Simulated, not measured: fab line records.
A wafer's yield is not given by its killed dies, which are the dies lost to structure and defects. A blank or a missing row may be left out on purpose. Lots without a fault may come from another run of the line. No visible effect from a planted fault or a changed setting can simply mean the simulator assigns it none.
Comparing a struck lot with a sound one | flow n5_finfet | 38 out of 1938 route steps
Sound: wafers L674.2, L674.3, L674.6. Struck: wafer L680.5 (left out: L680.1, L680.3 of the same lot, which were not struck); the cause appears at the end.
Order at every step that has rows: each side's tool, ch and its chambers, its first start. Under that, the readings that differ: sound wafers | struck wafers | difference of the means | sigmas: that difference in standard deviations of wafers without a fault.
alike: same words and numbers on both sides, and readings whose means sit less than 2 such deviations apart. not compared: any withheld reading, any reading some wafer has no value for, any bound like >300 that may hide the same value, and any number with overlapping values for which the record gives no deviation.
Wherever a step has rows on one side only, a row that says differs or no value, or a row with sigmas, the two part there. Numbers that have no deviation but don't overlap get no sigmas and don't part them. A reading that every wafer of one side lacks parts them only if that side has two wafers or more.

first, 9 steps without rows for these wafers: N5_MOL_CONTACT_COAG_SRD_128 (dry time 32 s); N5_MOL_CONTACT_COAG_CMP_52 (polishes, stops on SiO2, t overpolish 1.5 s, target thk 66.5 nm); N5_MOL_CONTACT_COAG_ANNEAL_112 (time 1800 s); N5_BEOL_M0_SAQP_PECVD_00 (deposits SiCN from 3MS/NH3, target thk 8 nm, time 14 s); N5_BEOL_M0_SAQP_ILD_DEP_01 (deposits SiOC from DEMS/O2, target thk 45.419 nm, time 8.7 s); N5_BEOL_M0_SAQP_HM_DEP_02 (deposits TiN, target thk 12 nm); N5_BEOL_M0_SAQP_PECVD_03 (deposits SiCN from 3MS/NH3, target thk 12 nm, time 21.1 s); N5_BEOL_M0_SAQP_PECVD_96 (deposits a-Si from SiH4/He, target thk 45 nm, time 45.2 s); N5_BEOL_M0_SAQP_PECVD_97 (deposits SiNx from SiH4/NH3/N2, target thk 23 nm, time 19.9 s).
N5_BEOL_M0_SAQP_PECVD_04: deposits a-Si from SiH4/He, target thk 60 nm, time 60.2 s.
  sound on pecvd-04 ch 0,1,2, day 8 06:14; struck on pecvd-04 ch 2, day 9 21:28
  reading                                         | sound      | struck | difference | sigmas
  model.a-Si_of_BEOL_M0_SAQP_PECVD_04.thk_nm (nm) | 61 60.6 61 | 111.6  | +50.7      |
  alike: heater_power_w, showerhead_plenum_p_Torr, showerhead_vpp_V, throttle_valve_pct
N5_BEOL_M0_SAQP_THK_MEAS_05:
  sound on film_metro-02, day 8 06:20; struck on film_metro-01, day 9 21:35
  reading     | sound          | struck | difference | sigmas
  thk_nm (nm) | 61.0 60.6 61.0 | 111.6  | +50.7      | +51
then, 15 steps without rows for these wafers: N5_BEOL_M0_SAQP_HM_DEP_111 (deposits SiO2 from SiH4/N2O, target thk 12 nm, time 7.2 s); N5_BEOL_M0_SAQP_COAT_81 (time 60 s, resist thk 100 nm); N5_BEOL_M0_SAQP_COAT_82 (time 60 s, resist thk 30 nm); N5_BEOL_M0_SAQP_COAT_08 (resist thk 90 nm); N5_BEOL_M0_SAQP_EBR_10; N5_BEOL_M0_SAQP_SOFTBAKE_09 (time 60 s); N5_BEOL_M0_SAQP_EXPOSE_11 (exposes mask M0 CORE, target cd 42 nm); N5_BEOL_M0_SAQP_PEB_12 (peb time 60 s); N5_BEOL_M0_SAQP_DEVELOP_13 (develop time 30 s); N5_BEOL_M0_SAQP_DESCUM_19 (chemistry O2, time 7.9 s); N5_BEOL_M0_SAQP_ETCH_83 (etches SiARC in CF4, target depth 39 nm, time 65 s); N5_BEOL_M0_SAQP_ETCH_84 (etches SOC in N2/H2, target depth 100 nm, overetch 20 nm, time 150 s); N5_BEOL_M0_SAQP_STRIP_80 (strips in N2/H2); N5_BEOL_M0_SAQP_HM_OPEN_112 (chemistry CHF3/O2, target SiO2, stops on a-Si, target depth 12 nm, time 13.5 s); N5_BEOL_M0_SAQP_STRIP_113 (strips in CHF3/O2).
N5_BEOL_M0_SAQP_MANDREL_ETCH_20: etches a-Si in HBr/Cl2, stops on SiNx, target depth 60 nm, bt time 10 s, time 30 s.
  sound on rie_si-06 ch 1,3, day 8 07:11; struck on rie_si-04 ch 3, day 9 22:26
  reading                        | sound                | struck | difference | sigmas
  chamber_pressure_mTorr (mTorr) | 10.004 10.017 10.000 | 9.970  | -0.037     | -4
  oes_product_au (a.u.)          | 0.785 0.761 0.787    | 0.964  | +0.186     | +13
  model.etch.depth_nm (nm)       | 60.91 60.61 61.06    | 86.67  | +25.81     |
  alike: bias_w, drypump_motor_current_A, throttle_valve_pct
  not compared: rf_hours_counter_h
then, 5 steps without rows for these wafers: N5_BEOL_M0_SAQP_STRIP_86 (strips in N2/H2); N5_BEOL_M0_SAQP_STRIP_115 (strips in post etch residue remover, time 60 s); N5_BEOL_M0_SAQP_SRD_93 (time 30 s); N5_BEOL_M0_SAQP_RECESS_114 (chemistry HF/NH3, target SiO2, target depth 14.4 nm, afs cycles 3, sublimation time 60 s); N5_BEOL_M0_SAQP_SPACER1_ALD_98 (deposits SiO2, target thk 12.8 nm, pulse time 1 s, purge time 2 s).
N5_BEOL_M0_SAQP_SPACER1_ETCHBACK_99: etches SiO2 in CHF3/O2, target depth 15.4 nm, time 7.7 s.
  sound on rie_diel-03 ch 0,1,2, day 8 08:44; struck on rie_diel-03 ch 2, day 9 23:38
  reading                                         | sound          | struck | difference | sigmas
  oes_product_au (a.u.)                           | 0.73 0.69 0.90 | 0.27   | -0.50      | -6
  model.a-Si_of_BEOL_M0_SAQP_PECVD_04.thk_nm (nm) | 60.2 60 60.4   | 111    | +51        |
  alike: bias_w, chamber_pressure_mTorr, drypump_motor_current_A, oes_ar_750_au, rf_vpp_V, showerhead_plenum_p_Torr, throttle_valve_pct
  not compared: rf_hours_counter_h
then, 2 steps without rows for these wafers: N5_BEOL_M0_SAQP_MANDREL1_REMOVE_100 (chemistry HBr/Cl2/O2, target a-Si, stops on SiNx, bt time 10 s); N5_BEOL_M0_SAQP_ETCH_101 (etches SiNx in CH3F/O2, target depth 29.9 nm, time 42.7 s).
N5_BEOL_M0_SAQP_INSPECT_42: inspects for defects (brightfield).
  sound on defect_inspect-01, day 8 11:22; struck on defect_inspect-02, day 10 02:14
  reading          | sound       | struck | difference | sigmas
  raw_defect_count | 202 338 373 | 2246   | +1942      | +25
N5_BEOL_M4_RC_MEAS_101:
  the record has rows for the sound wafers here (prober-02 ch 0, day 10 20:37) and none for the struck ones
-- record jumps: 7 days separate the struck wafers' starts on either side; left off in module BEOL_M4, taken up again in module PASSIVATION, whose first shown step is the route's number 1936 --
N5_PASSIVATION_PROBE_49:
  sound on prober-02, day 15 14:28; struck on prober-01, day 16 18:09
  reading                  | sound          | struck | difference | sigmas
  defect_limited_yield (%) | 91.4 90.4 92.5 | 0      | -91        | -61
  killed_at_M0_to_M3       | 54 49 37       | 1144   | +1097      | +99 or more
  killed_at_contacts       | 13 14 26       | 4      | -14        | -2
  killed_dies              | 101 113 88     | 1180   | +1079      | +60
  killed_on_rim            | 18 16 12       | 152    | +137       | +31
  sort_bin_5_function (%)  | 5.1 5.8 4.5    | 97.7   | +92.6      | +94
  sort_n_pass              | 1079 1067 1092 | 0      | -1079      | -60
  sort_yield_pct (%)       | 91.4 90.4 92.5 | 0      | -91        | -61
  alike: killed_at_M4_up, killed_at_front_end, killed_at_other, killed_open, killed_short, sort_bin_6_memory, sort_bin_8_speed

## WHERE THEY PART
Earliest at N5_BEOL_M0_SAQP_THK_MEAS_05; latest, in this record, at N5_PASSIVATION_PROBE_49.

WHY: the cause the simulator had injected
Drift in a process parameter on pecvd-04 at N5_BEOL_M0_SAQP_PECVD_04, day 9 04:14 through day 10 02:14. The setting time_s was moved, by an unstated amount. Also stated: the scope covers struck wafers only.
